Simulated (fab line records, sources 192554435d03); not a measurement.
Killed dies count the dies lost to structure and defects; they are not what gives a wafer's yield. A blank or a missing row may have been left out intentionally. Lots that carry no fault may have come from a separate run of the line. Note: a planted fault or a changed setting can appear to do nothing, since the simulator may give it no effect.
fab line records | flow n5-finfet
record lots=7 wafers=20 last-day=18
route steps=1938 shown MIM_TOP_LITHO@1847 MIM_TOP_ETCH@1851 MIM_BOT_LITHO@1854
lots that met no fault: taken from a fault-free run of the same line
start-h: the number of hours between the record's first day and the start of the first shown wafer of the lot | wait-h: hours since the lot's step before | " same as the row above | L1.1+2: several wafers, shown together as one row | - no value present, or no start provided | * or withheld: withheld | < > ~ a bound
route shown NAME@n: a module of which the file shows steps, and the number in the route of the first | usual: average and standard deviation across the fault-free wafers | same: alike in all rows | chamber/n: place in a boat | sites: each site's reading | _std_site: the values' standard deviation | _edge_site: the outer-site mean with the inner-site mean subtracted | radius-mm: how far each site lies from the wafer's centre | mask NAME#n: copy n | behind: the last tool/chamber to shape the wafer | hold: reason for holding the lot/hours on hold/outcome of the hold | device: which transistor (n, p or np) failed to switch | end of line: tests of these same wafers at the route's end | a step with no rows: only its recipe | killed: count of dies lost to structure and defects at first sort (not the wafer's yield) | map: a wafer's dies, marking killed ones x, the rest . and places with no die _
set.NAME: the setting that was run; set.NAME@STEP: the one run at that earlier step | model.NAME: the simulator's own value behind a step, which no gauge read
lots seen at some steps along the route; tables by step, rows by wafer
services: the hour from which a tool's chamber was out of use, counted from the record's first day as start-h (under 0 if before that day), plus the number of hours and why
## steps
# step N5_MIM_TOP_LITHO_CD_MEAS_08
# recipe target-cd-nm=2000 landing-energy-ev=500 detector=se-inlens
# usual cd-nm=2000.3/1.6
# columns lot.wafer tool chamber start-h wait-h cd-nm
L688.3 cd-sem-03 0 285.06 - 2000.2
L688.5 " 0 " " 1998.9
L689.4 cd-sem-02 0 304.13 - 2001.4
L689.5 " 0 " " 2002.0
L689.6 " 0 " " 2000.5
L697.3 cd-sem-02 0 349.95 - 2002.2
L697.4 " 0 " " 2002.5
L697.5 " 0 " " 2001.5
L698.3 cd-sem-02 0 354.00 - 1998.3
L698.4 " 0 " " 1999.1
L698.6 " 0 " " 2000.7
L699.1 cd-sem-03 0 354.20 - 1999.9
L699.2 " 0 " " 1999.5
L699.6 " 0 " " 1999.2
L706.1 cd-sem-03 0 393.09 - 2003.6
L706.2 " 0 " " 1999.9
L706.4 " 0 " " 1999.5
L704.2 cd-sem-02 0 412.82 - 2000.8
L704.3 " 0 " " 2002.2
L704.4 " 0 " " 2001.9
# step N5_MIM_TOP_LITHO_OVL_MEAS_11
# recipe points-per-wafer=44
# usual MIM_TOP_OVL=2/5.6
# columns lot.wafer tool chamber start-h wait-h MIM_TOP_OVL[nm]
L688.3 overlay-01 0 285.09 0.0 -11
L688.5 " 0 " " -6
L689.4 overlay-02 0 304.16 0.0 2
L689.5 " 0 " " 12
L689.6 " 0 " " 1
L697.3 overlay-02 0 349.98 0.0 -3
L697.4 " 0 " " 4
L697.5 " 0 " " 1
L698.3 overlay-02 0 354.03 0.0 4
L698.4 " 0 " " -3
L698.6 " 0 " " 3
L699.1 overlay-01 0 354.23 0.0 1
L699.2 " 0 " " -5
L699.6 " 0 " " -5
L706.1 overlay-01 0 393.12 0.0 4
L706.2 " 0 " " -8
L706.4 " 0 " " 2
L704.2 overlay-02 0 412.85 0.0 1
L704.3 " 0 " " 4
L704.4 " 0 " " 5
# step N5_MIM_TOP_LITHO_INSPECT_12
# recipe mode=adi inspect-instrument=macro
# usual raw-defect-count=1.9/1.5
# columns lot.wafer tool chamber start-h wait-h raw-defect-count
L688.3 defect-inspect-01 - 285.12 0.0 4
L688.5 " - " " 0
L689.4 defect-inspect-01 - 304.18 0.0 2
L689.5 " - " " 2
L689.6 " - " " 2
L697.3 defect-inspect-01 - 350.00 0.0 1
L697.4 " - " " 1
L697.5 " - " " 0
L698.3 defect-inspect-02 - 354.05 0.0 2
L698.4 " - " " 2
L698.6 " - " " 1
L699.1 defect-inspect-02 - 354.25 0.0 1
L699.2 " - " " 1
L699.6 " - " " 3
L706.1 defect-inspect-02 - 393.14 0.0 2
L706.2 " - " " 0
L706.4 " - " " 1
L704.2 defect-inspect-02 - 412.87 0.0 3
L704.3 " - " " 2
L704.4 " - " " 3
# step N5_MIM_TOP_LITHO_DESCUM_10
# recipe chemistry=O2 time-s=7.9 source-power-w=50 bias-power-w=20 pressure-mtorr=20 rf-frequency-hz=2.712e+07 temp-c=40 o2-flow-sccm=225
# usual drypump-motor-current-A=5.8/0.5 oes-product-au=0.79/0.08 rf-vpp-V=242.8/1.2 showerhead-plenum-p-Torr=2.07/0.055 throttle-valve-pct=20.30/0.22
# columns lot.wafer tool chamber start-h wait-h drypump-motor-current-A oes-product-au rf-hours-counter-h rf-vpp-V showerhead-plenum-p-Torr throttle-valve-pct
L688.3 rie-diel-06 2 285.15 0.0 5.9 0.75 157 244.4 2.16 20.41
L688.5 " 0 " " 6.7 0.86 - 244.4 2.14 20.35
L689.4 rie-diel-02 1 304.35 0.2 5.5 0.99 - 243.6 2.13 19.98
L689.5 " 2 " " 5.1 0.81 - 242.9 2.00 20.02
L689.6 " 3 " " 5.2 0.68 - 245.8 2.13 20.84
L697.3 rie-diel-02 0 350.04 0.0 6.1 0.76 140 244.2 2.10 20.12
L697.4 " 1 " " 5.5 0.91 - 243.8 2.13 20.01
L697.5 " 2 " " 5.1 0.80 - 241.3 1.99 20.05
L698.3 rie-diel-01 1 354.08 0.0 6.4 0.73 180 242.6 2.01 20.45
L698.4 " 1 " " 6.4 0.73 - 241.2 2.01 20.44
L698.6 " 0 " " 5.7 0.69 - 242.6 2.08 20.49
L699.1 rie-diel-01 2 354.28 0.0 6.2 0.86 55 242.5 2.05 20.18
L699.2 " 0 " " 5.7 0.69 227 241.5 2.08 20.48
L699.6 " 2 " " 6.2 0.86 - 243.5 2.05 20.19
L706.1 rie-diel-02 0 393.18 0.0 6.1 0.75 157 244.5 2.10 20.13
L706.2 " 3 " " 5.2 0.96 12 243.5 2.12 20.51
L706.4 " 1 " " 5.5 0.88 39 244.2 2.12 20.03
L704.2 rie-diel-02 3 412.91 0.0 5.1 0.95 19 241.7 2.12 20.52
L704.3 " 0 " " 6.1 0.74 163 244.5 2.09 20.16
L704.4 " 1 " " 5.5 0.87 - 242.9 2.12 20.02
# step N5_MIM_TOP_ETCH_ETCH_00
# recipe chemistry=Cl2/BCl3 target=TiN target-depth-a=385 ion-energy-ev=150 pressure-mtorr=10 icp-w=1000 bias-w=126 Cl2_flow_sccm=53.25 bcl3-flow-sccm=21.75 Ar_flow_sccm=25
# usual drypump-motor-current-A=5.76/0.23 oes-product-au=0.78/0.08 throttle-valve-pct=22.64/0.23
# columns lot.wafer tool chamber start-h wait-h drypump-motor-current-A oes-product-au rf-hours-counter-h throttle-valve-pct
L688.3 rie-metal-01 1 285.28 0.1 5.98 0.67 - 22.99
L688.5 " 0 " " 5.61 0.80 - 22.37
L689.4 rie-metal-03 1 304.44 0.1 6.05 0.70 - 22.72
L689.5 " 0 " " 5.48 0.90 - 22.72
L689.6 " 1 " " 6.05 0.71 - 22.72
L697.3 rie-metal-01 1 350.16 0.1 5.98 0.67 - 23.00
L697.4 " 0 " " 5.61 0.79 - 22.39
L697.5 " 1 " " 5.99 0.67 - 23.00
L698.3 rie-metal-03 0 354.30 0.2 5.49 0.88 - 22.74
L698.4 " 0 " " 5.48 0.88 - 22.72
L698.6 " 0 " " 5.48 0.89 - 22.74
L699.1 rie-metal-01 0 354.37 0.1 5.61 0.80 35 22.38
L699.2 " 1 " " 5.97 0.66 83 23.00
L699.6 " 0 " " 5.61 0.80 - 22.38
L706.1 rie-metal-02 1 393.26 0.1 5.94 0.84 21 22.29
L706.2 " 0 " " 5.54 0.78 47 22.54
L706.4 " 1 " " 5.97 0.82 - 22.29
L704.2 rie-metal-03 0 412.99 0.1 5.46 0.85 20 22.76
L704.3 " 1 " " 6.04 0.68 - 22.72
L704.4 " 0 " " 5.47 0.85 - 22.77
# step N5_MIM_TOP_ETCH_STRIP_01
# recipe chemistry=O2 power-w=600 temp-c=60 pressure-mtorr=30 rf-frequency-hz=6e+07 bias-power-w=0 overash-fraction=0.5 o2-flow-sccm=225
# usual drypump-motor-current-A=5.8/0.31 oes-product-au=0.77/0.065 rf-vpp-V=3.6/1.3 showerhead-plenum-p-Torr=2.13/0.064 throttle-valve-pct=16.70/0.26
# columns lot.wafer tool chamber start-h wait-h drypump-motor-current-A oes-product-au rf-hours-counter-h rf-vpp-V showerhead-plenum-p-Torr throttle-valve-pct
L688.3 rie-diel-05 2 285.38 0.1 6.4 0.73 179 2.8 2.18 17.10
L688.5 " 1 " " 5.8 0.83 - 5.7 2.11 16.55
L689.4 rie-diel-03 0 304.54 0.1 5.2 0.85 49 1.2 2.14 16.55
L689.5 " 2 " " 5.4 0.77 - 2.0 2.10 16.73
L689.6 " 3 " " 5.8 0.83 - 2.1 2.12 16.60
L697.3 rie-diel-03 0 350.26 0.1 5.2 0.85 63 4.2 2.14 16.58
L697.4 " 1 " " 5.9 0.68 244 4.7 2.15 17.16
L697.5 " 1 " " 5.9 0.68 - 5.4 2.15 17.16
L698.3 rie-diel-04 0 354.48 0.1 5.9 0.72 218 2.4 2.17 16.81
L698.4 " 2 " " 6.1 0.75 205 3.8 2.15 16.33
L698.6 " 1 " " 5.7 0.88 - 3.1 2.05 16.27
L699.1 rie-diel-03 0 354.51 0.1 5.1 0.83 64 3.9 2.14 16.56
L699.2 " 3 " " 5.8 0.84 70 5.1 2.11 16.63
L699.6 " 2 " " 5.4 0.74 - 2.1 2.09 16.79
L706.1 rie-diel-05 3 393.40 0.1 6.1 0.78 126 1.6 2.20 16.74
L706.2 " 1 " " 5.7 0.78 112 5.2 2.10 16.59
L706.4 " 0 " " 6.1 0.70 226 4.6 2.15 16.65
L704.2 rie-diel-05 1 413.13 0.1 5.7 0.80 117 5.0 2.10 16.60
L704.3 " 0 " " 6.1 0.73 231 2.7 2.15 16.65
L704.4 " 2 " " 6.4 0.71 220 3.6 2.17 17.16
# step N5_MIM_TOP_ETCH_PECVD_03
# recipe material=SiNx target-thk-a=200 temp-c=400 precursor=SiH4/NH3/N2 pressure-torr=1.5 rf-w=300 time-s=17.6
# usual heater-power-w=755/110 showerhead-plenum-p-Torr=5.13/0.059 showerhead-vpp-V=1064/51 throttle-valve-pct=40.3/2.1
# columns lot.wafer tool chamber start-h wait-h heater-power-w showerhead-plenum-p-Torr showerhead-vpp-V throttle-valve-pct
L688.3 pecvd-03 0 285.44 - 786 5.13 1038 42.1
L688.5 " 2 " " 696 5.19 1057 37.4
L689.4 pecvd-03 0 304.63 - 801 5.13 1020 42.4
L689.5 " 1 " " 845 5.13 1033 39.6
L689.6 " 2 " " 711 5.19 1068 37.5
L697.3 pecvd-01 0 350.33 - 710 5.01 1034 39.4
L697.4 " 2 " " 610 5.17 1004 39.6
L697.5 " 0 " " 696 5.00 1033 39.1
L698.3 pecvd-01 1 354.55 - 652 5.15 1115 44.7
L698.4 " 2 " " 590 5.16 1005 39.4
L698.6 " 0 " " 684 5.00 1035 39.4
L699.1 pecvd-03 2 354.58 - 767 5.19 1049 37.5
L699.2 " 1 " " 820 5.12 1034 39.6
L699.6 " 0 " " 739 5.14 1030 42.3
L706.1 pecvd-01 1 393.47 - 670 5.15 1104 45.0
L706.2 " 2 " " 650 5.15 1002 39.8
L706.4 " 1 " " 688 5.14 1104 44.8
L704.2 pecvd-03 1 413.20 - 785 5.14 1040 39.2
L704.3 " 0 " " 834 5.15 1033 42.3
L704.4 " 2 " " 668 5.18 1077 37.7
# step N5_MIM_BOT_LITHO_HMDS_01
# recipe time-s=60 temp-c=120
# step N5_MIM_BOT_LITHO_COAT_02
# recipe spin-rpm=* resist-thk-nm=*
# step N5_MIM_BOT_LITHO_EBR_04
# recipe solvent=PGMEA ebr-width-mm=1.5
# step N5_MIM_BOT_LITHO_SOFTBAKE_03
# recipe temp-c=100 time-s=90
# step N5_MIM_BOT_LITHO_EXPOSE_05
# recipe mask-id=MIM_BOT na=0.55 source-shape=conventional sigma-outer=0.8 polarization=unpolarized dose-mj=24.25
# step N5_MIM_BOT_LITHO_PEB_06
# recipe peb-temp-c=withheld peb-time-s=*
# usual chill-plate-temp-C=* exhaust-pa=45.0/0.98 resist-line-temp-C=*
# columns lot.wafer tool chamber start-h wait-h chill-plate-temp-C exhaust-pa resist-line-temp-C
L688.3 litho-track-05 0 285.68 0.0 * 43.9 *
L688.5 " 0 " " * 44.8 *
L689.4 litho-track-02 0 304.97 0.0 * 44.3 *
L689.5 " 0 " " * 43.4 *
L689.6 " 0 " " * 43.2 *
L697.3 litho-track-05 - 350.56 0.0 - - -
L697.4 " - " " - - -
L697.5 " - " " - - -
L698.3 litho-track-02 - 354.91 0.0 - - -
L698.4 " - " " - - -
L698.6 " - " " - - -
L699.1 litho-track-02 - 355.07 0.1 - - -
L699.2 " - " " - - -
L699.6 " - " " - - -
L706.1 litho-track-03 0 393.83 0.1 * 45.2 *
L706.2 " 0 " " * 44.5 *
L706.4 " 0 " " * 44.7 *
L704.2 litho-track-02 0 413.56 0.0 * 45.1 *
L704.3 " 0 " " * 44.9 *
L704.4 " 0 " " * 44.4 *
# step N5_MIM_BOT_LITHO_DEVELOP_07
# recipe develop-time-s=60 rinse-liquid=diw dry=air-spin dev-temp-c=21
## services
# columns tool chamber start-h hours kind
rie-metal-03 - 263.04 2.5 repair
rie-metal-03 - 272.00 1.2 repair
rie-diel-04 2 272.67 4.3 repair
rie-metal-01 - 274.15 2.8 pm
rie-diel-01 - 276.74 3.5 repair
rie-diel-01 3 280.83 10.1 repair
rie-diel-05 0 282.06 8.2 repair
rie-metal-01 0 291.85 14.6 repair
rie-diel-05 1 297.76 7.1 repair
rie-diel-02 0 301.45 6.4 repair
rie-metal-03 0 311.11 7.5 repair
rie-diel-02 3 319.57 8.6 repair
rie-diel-03 3 329.38 6.4 repair
rie-metal-02 1 331.04 25.8 repair
pecvd-01 1 340.74 5.6 repair
rie-metal-03 1 342.75 14.6 repair
pecvd-03 - 354.87 5.1 repair
pecvd-01 - 366.40 2.8 pm
rie-diel-05 0 372.70 7.5 repair
rie-metal-03 1 374.80 1.7 repair
rie-metal-02 - 379.44 0.2 repair
rie-diel-05 3 381.21 9.7 repair
rie-diel-02 2 400.33 16.5 repair
rie-diel-04 1 412.08 2.7 repair
## key
first-sign step=N5_MIM_BOT_LITHO_PEB_06 reading=tool-record direction=missing
effect none on later readings
met-at N5_MIM_BOT_LITHO_PEB_06
struck-wafers L697.3,L697.4,L697.5,L698.3,L698.4,L698.6,L699.1,L699.2,L699.6
later-rows-left-out L697.3,L697.4,L697.5,L698.3,L698.4,L698.6,L699.1,L699.2,L699.6
sort-left-out L697.3,L697.4,L697.5,L698.3,L698.4,L698.6,L699.1,L699.2,L699.6
onset-between 304.97 350.56
fault kind=skipped-step-whole tool=litho-track-02,litho-track-05 chamber=- onset-h=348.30 steps=N5_MIM_BOT_LITHO_PEB_06 scope=struck-lots-only
# sort-left-out: the simulated sort isn't trusted on such a fault, so these wafers' sort isn't shown, and their yield isn't known
# later-rows-left-out: the simulator's readings of these wafers behind a module that went badly wrong aren't trusted and aren't shown, but for the sort
